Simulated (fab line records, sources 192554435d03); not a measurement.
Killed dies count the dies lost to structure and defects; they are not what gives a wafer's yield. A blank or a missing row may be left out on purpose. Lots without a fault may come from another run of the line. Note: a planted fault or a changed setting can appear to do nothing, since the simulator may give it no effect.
The tool behind it: which one?	flow n5-finfet	Sampling: 24 lots, 72 wafers, 5 of 1938 route steps

WHAT THE GAUGES READ, wafer by wafer
N5_ILD0_INSPECT_06: inspects for defects (darkfield).
lot	measured	on	raw-defect-count
L074	day 3 21:59	defect-inspect-02	24 43 20
L075	day 4 01:47	defect-inspect-02	44 46 42
L076	day 4 06:32	defect-inspect-02	22 17 37
L077	day 4 10:49	defect-inspect-02	52 37 51
L078	day 4 22:12	defect-inspect-01	37 17 33
L079	day 4 23:23	defect-inspect-01	24 25 38
L080	day 5 07:05	defect-inspect-01	62 40 52
L081	day 5 13:22	defect-inspect-02	13 27 20
L082	day 5 22:21	defect-inspect-01	30 17 18
L083	day 6 03:55	defect-inspect-01	32 24 45
L084	day 6 12:16	defect-inspect-01	24 39 32
L085	day 6 19:24	defect-inspect-01	19 10 27
L086	day 6 20:58	defect-inspect-02	48 20 18
L087	day 7 04:14	defect-inspect-01	35 34 27
L088	day 7 04:54	defect-inspect-02	37 30 21
L089	day 7 11:35	defect-inspect-01	57 59 17
L090	day 7 17:49	defect-inspect-02	34 27 28
L091	day 8 01:10	defect-inspect-01	53 39 34
L092	day 8 04:49	defect-inspect-01	22 12 40
L093	day 8 16:00	defect-inspect-01	39 45 46
L094	day 8 16:31	defect-inspect-01	53 24 47
L096	day 9 05:35	defect-inspect-02	35 51 24
L095	day 9 05:13	defect-inspect-02	40 32 46
L097	day 9 16:30	defect-inspect-01	25 42 19

N5_HKMG_FIN_INSPECT_28: inspects for defects (darkfield).
lot	measured	on	raw-defect-count
L074	day 4 11:48	defect-inspect-01	42 55 30
L075	day 4 16:51	defect-inspect-01	40 99 71
L076	day 4 21:31	defect-inspect-02	49 21 36
L077	day 5 00:29	defect-inspect-01	16 20 30
L078	day 5 15:08	defect-inspect-02	45 37 34
L079	day 5 16:26	defect-inspect-01	33 56 47
L080	day 5 21:05	defect-inspect-02	32 27 42
L081	day 6 03:11	defect-inspect-01	37 33 25
L082	day 6 13:29	defect-inspect-02	18 64 36
L083	day 6 18:46	defect-inspect-01	41 40 50
L084	day 7 02:34	defect-inspect-02	34 27 29
L085	day 7 09:49	defect-inspect-02	40 25 65
L086	day 7 11:37	defect-inspect-01	39 23 28
L087	day 7 18:47	defect-inspect-01	54 28 29
L088	day 7 19:56	defect-inspect-01	34 15 38
L089	day 8 01:17	defect-inspect-02	29 11 34
L090	day 8 08:21	defect-inspect-02	49 24 44
L091	day 8 14:58	defect-inspect-02	21 34 36
L092	day 8 19:31	defect-inspect-02	70 44 38
L093	day 9 06:41	defect-inspect-02	37 41 42
L094	day 9 07:59	defect-inspect-02	26 24 22
L096	day 9 21:22	defect-inspect-01	47 54 22
L095	day 9 19:48	defect-inspect-01	26 30 30
L097	day 10 07:31	defect-inspect-02	22 19 21

WHAT TOOL EACH LOT RAN ON (gives the tool, then ch and the chambers of the sampled wafers, and finally the start)
lot	N5_ILD0_CMP_03	N5_DUMMY_REMOVAL_HM_STRIP_01	N5_HKMG_FIN_ETCH_67
L074	cmp-02 ch 1,3, day 3 18:08	rie-diel-01 ch 0,1,3, day 4 02:33	rie-diel-05 ch 0,3, day 4 09:49
L075	cmp-03 ch 0,1,2, day 3 20:54	rie-diel-01 ch 1,2,3, day 4 06:43	rie-diel-06 ch 0,1,3, day 4 14:52
L076	cmp-04 ch 0,1,2, day 4 02:14	rie-diel-03 ch 1,2,3, day 4 11:53	rie-diel-05 ch 0,1,3, day 4 19:23
L077	cmp-04 ch 1,3, day 4 06:56	rie-diel-04 ch 0,2, day 4 15:10	rie-diel-06 ch 2,3, day 4 22:30
L078	cmp-02 ch 0,1, day 4 17:08	rie-diel-01 ch 2,3, day 5 05:39	rie-diel-05 ch 1,2, day 5 13:08
L079	cmp-03 ch 0,2, day 4 19:11	rie-diel-01 ch 1,3, day 5 07:02	rie-diel-05 ch 1,3, day 5 14:27
L080	cmp-02 ch 1,2,3, day 5 02:52	rie-diel-04 ch 2,3, day 5 11:43	rie-diel-05 ch 1,2,3, day 5 19:06
L081	cmp-04 ch 0,1,3, day 5 09:32	rie-diel-03 ch 1,2, day 5 17:50	rie-diel-05 ch 0,3, day 6 01:12
L082	cmp-03 ch 0,1,2, day 5 18:36	rie-diel-01 ch 0,1, day 6 03:13	rie-diel-06 ch 0,1, day 6 10:41
L083	cmp-04 ch 0,1,2, day 6 00:08	rie-diel-04 ch 0,1,3, day 6 09:01	rie-diel-02 ch 0,1,2, day 6 16:37
L084	cmp-03 ch 0,2, day 6 08:25	rie-diel-04 ch 0,1,3, day 6 16:56	rie-diel-06 ch 0,1,3, day 7 00:34
L085	cmp-02 ch 0,2, day 6 15:35	rie-diel-04 ch 1,3, day 7 00:06	rie-diel-02 ch 0,2,3, day 7 07:42
L086	cmp-03 ch 0,2,3, day 6 17:05	rie-diel-04 ch 0,1,3, day 7 01:32	rie-diel-05 ch 0,1,3, day 7 09:31
L087	cmp-04 ch 0,3, day 7 00:25	rie-diel-03 ch 1,2,3, day 7 08:47	rie-diel-05 ch 0,3, day 7 16:44
L088	cmp-03 ch 0,1,2, day 7 01:01	rie-diel-01 ch 0,3, day 7 10:01	rie-diel-06 ch 0,1,3, day 7 17:56
L089	cmp-02 ch 0,1, day 7 07:45	rie-diel-04 ch 2,3, day 7 16:03	rie-diel-02 ch 2,3, day 7 23:19
L090	cmp-04 ch 0,1,3, day 7 13:51	rie-diel-03 ch 0,2, day 7 22:29	rie-diel-05 ch 0,2, day 8 06:22
L091	cmp-04 ch 1,2,3, day 7 21:19	rie-diel-03 ch 0,1,3, day 8 05:45	rie-diel-06 ch 0,2,3, day 8 12:59
L092	cmp-02 ch 2,3, day 8 00:58	rie-diel-01 ch 1,2,3, day 8 10:18	rie-diel-05 ch 0,1,2, day 8 17:31
L093	cmp-04 ch 1,3, day 8 12:09	rie-diel-01 ch 0,1, day 8 21:04	rie-diel-02 ch 0,1, day 9 04:41
L094	cmp-02 ch 0,2,3, day 8 12:38	rie-diel-01 ch 0,1,3, day 8 22:02	rie-diel-06 ch 0,1,2, day 9 05:59
L096	cmp-03 ch 0,3, day 9 00:58	rie-diel-03 ch 1,2,3, day 9 10:12	rie-diel-02 ch 2,3, day 9 19:22
L095	cmp-03 ch 0,1,3, day 9 01:22	rie-diel-03 ch 0,2,3, day 9 09:52	rie-diel-02 ch 0,1,2, day 9 17:48
L097	cmp-03 ch 1,2,3, day 9 11:55	rie-diel-03 ch 0,2,3, day 9 21:59	rie-diel-05 ch 0,2,3, day 10 05:29
- N5_ILD0_CMP_03: polishes, stops on SiNx, t overpolish 1.9 s, target thk 197.38 nm.
- N5_DUMMY_REMOVAL_HM_STRIP_01: strips SiNx in CH3F/O2, stops on poly-Si, target depth 4 nm, time 6.8 s.
- N5_HKMG_FIN_ETCH_67: etches SOC in N2/H2, stops on TiN, target depth 388.9 nm.

AS READ BY THE TOOLS THEMSELVES (means over the sampled wafers that have a number; for cases with no such wafer, the mark the record gives instead)
N5_ILD0_CMP_03.
lot	tool	edge-zone-pressure-frac	motor-current-A (A)	overpolish-run-s (s)	platen-rpm (rpm)	retaining-ring-pressure-frac	time-to-endpoint-s (s)
L074	cmp-02	1.004	11.9	1.902	51.84	1.001	69.3
L075	cmp-03	1.001	12.4	1.891	51.81	1.001	71.9
L076	cmp-04	1.002	12.5	1.897	51.79	1.003	69.5
L077	cmp-04	0.995	12.4	1.903	51.78	1.000	70.4
L078	cmp-02	1.001	10.0	1.895	51.79	0.999	68.1
L079	cmp-03	1.001	11.9	1.895	51.78	1.002	67.8
L080	cmp-02	0.993	13.5	1.913	51.78	1.000	72.6
L081	cmp-04	1.000	12.2	1.896	51.79	1.001	69.6
L082	cmp-03	0.995	12.3	1.895	51.79	1.003	71.0
L083	cmp-04	1.005	12.5	1.901	51.79	1.003	68.9
L084	cmp-03	0.996	12.9	1.899	51.77	0.997	73.5
L085	cmp-02	1.007	11.7	1.906	51.79	1.001	66.9
L086	cmp-03	0.996	12.8	1.894	51.79	1.002	70.0
L087	cmp-04	0.996	11.6	1.900	51.80	1.002	70.1
L088	cmp-03	1.002	12.3	1.893	51.79	0.997	70.2
L089	cmp-02	0.999	10.1	1.899	51.79	0.998	67.6
L090	cmp-04	0.998	12.1	1.898	51.82	1.001	70.5
L091	cmp-04	1.004	12.3	1.898	51.81	0.999	69.2
L092	cmp-02	0.999	14.4	1.900	51.80	1.004	72.1
L093	cmp-04	1.002	11.8	1.899	51.82	1.003	73.2
L094	cmp-02	0.999	12.8	1.900	51.79	1.002	70.4
L096	cmp-03	1.001	13.3	1.899	51.77	1.005	69.7
L095	cmp-03	1.000	13.2	1.907	51.80	1.002	75.3
L097	cmp-03	1.004	12.6	1.889	51.79	0.998	71.4

N5_DUMMY_REMOVAL_HM_STRIP_01.
lot	tool	CH3F_flow_sccm (sccm)	drypump-motor-current-A (A)	oes-product-au (a.u.)	rf-vpp-V (V)	showerhead-plenum-p-Torr (Torr)	throttle-valve-pct (%)
L074	rie-diel-01	30.02	5.6	0.59	126.8	1.96	16.39
L075	rie-diel-01	30.02	5.8	0.59	128.1	1.99	16.47
L076	rie-diel-03	30.04	6.0	0.60	127.6	1.99	16.40
L077	rie-diel-04	30.05	5.6	0.62	127.7	2.06	16.46
L078	rie-diel-01	29.98	6.4	0.59	126.6	1.97	16.49
L079	rie-diel-01	29.96	5.2	0.59	127.2	2.02	16.49
L080	rie-diel-04	29.95	6.6	0.58	126.5	1.93	16.27
L081	rie-diel-03	30.01	5.7	0.61	127.3	2.03	16.41
L082	rie-diel-01	30.02	5.5	0.73	128.9	2.11	16.21
L083	rie-diel-04	30.05	5.9	0.59	127.1	2.02	16.43
L084	rie-diel-04	30.00	5.9	0.59	127.7	2.02	16.44
L085	rie-diel-04	30.11	5.9	0.56	127.4	2.01	16.50
L086	rie-diel-04	30.05	5.9	0.58	128.5	2.02	16.45
L087	rie-diel-03	29.96	6.0	0.66	128.4	2.08	16.27
L088	rie-diel-01	30.09	6.0	0.73	127.1	2.06	16.04
L089	rie-diel-04	29.97	6.3	0.57	127.0	1.95	16.39
L090	rie-diel-03	30.10	5.2	0.59	127.2	1.94	16.28
L091	rie-diel-03	30.02	5.9	0.65	127.5	2.05	16.18
L092	rie-diel-01	29.99	5.8	0.66	127.6	1.98	16.36
L093	rie-diel-01	30.08	5.1	0.76	127.9	2.07	16.18
L094	rie-diel-01	30.00	5.6	0.71	128.1	2.03	16.13
L096	rie-diel-03	29.97	6.0	0.64	127.5	2.07	16.28
L095	rie-diel-03	29.93	5.7	0.64	128.0	2.01	16.22
L097	rie-diel-03	29.91	5.7	0.63	127.0	2.01	16.22

N5_HKMG_FIN_ETCH_67.
lot	tool	drypump-motor-current-A (A)	oes-product-au (a.u.)	rf-vpp-V (V)	showerhead-plenum-p-Torr (Torr)	throttle-valve-pct (%)
L074	rie-diel-05	5.2	0.71	241.3	2.60	17.86
L075	rie-diel-06	5.9	0.78	240.2	2.55	18.10
L076	rie-diel-05	5.3	0.74	240.1	2.58	17.94
L077	rie-diel-06	5.6	0.87	241.0	2.62	17.80
L078	rie-diel-05	5.4	0.72	239.9	2.46	18.03
L079	rie-diel-05	4.9	0.76	241.2	2.63	17.94
L080	rie-diel-05	5.2	0.74	241.8	2.55	17.99
L081	rie-diel-05	5.6	0.89	240.8	2.54	17.58
L082	rie-diel-06	5.9	0.68	238.6	2.45	18.41
L083	rie-diel-02	6.3	0.77	242.1	2.62	17.63
L084	rie-diel-06	5.8	0.75	241.0	2.55	18.15
L085	rie-diel-02	6.0	0.72	240.3	2.56	17.75
L086	rie-diel-05	5.3	0.82	240.3	2.57	17.80
L087	rie-diel-05	5.6	0.84	240.9	2.53	17.60
L088	rie-diel-06	5.8	0.75	240.8	2.54	18.16
L089	rie-diel-02	5.9	0.71	241.0	2.59	17.84
L090	rie-diel-05	5.8	0.90	241.6	2.56	17.49
L091	rie-diel-06	5.6	0.75	240.6	2.54	18.04
L092	rie-diel-05	5.5	0.87	241.4	2.59	17.72
L093	rie-diel-02	6.5	0.78	242.9	2.63	17.58
L094	rie-diel-06	5.6	0.78	240.0	2.55	18.20
L096	rie-diel-02	5.8	0.68	241.4	2.54	17.90
L095	rie-diel-02	6.3	0.75	240.4	2.61	17.68
L097	rie-diel-05	5.4	0.81	241.5	2.60	17.69

THE ANSWER, worked out from the rows above alone
Rule: the usual values come from the lots themselves. The widest of any qualifying gaps counts: lots, ordered by their means at a reading, are off when they make up no more than a third of the lots, leave a main group of 4 or more, and stand apart from it by 3 or more times the standard deviation of that group's means. If all means in a main group match to the digits the tables above print for the reading, that group is not used. Also off: a lot with no number at a reading for which 4 or more lots have one. The other lots that the step has rows for count as sound. Order of review: gauges by route order, followed by the tools' own readings, for which a lot's mean as printed above is used. At the first step where some lot is off, the reading lying furthest off is the one used; lots without a number count as furthest.
No lot is off at any reading shown: from this, nothing can be told.

WHAT HAD BEEN PUT IN BY THE SIMULATOR
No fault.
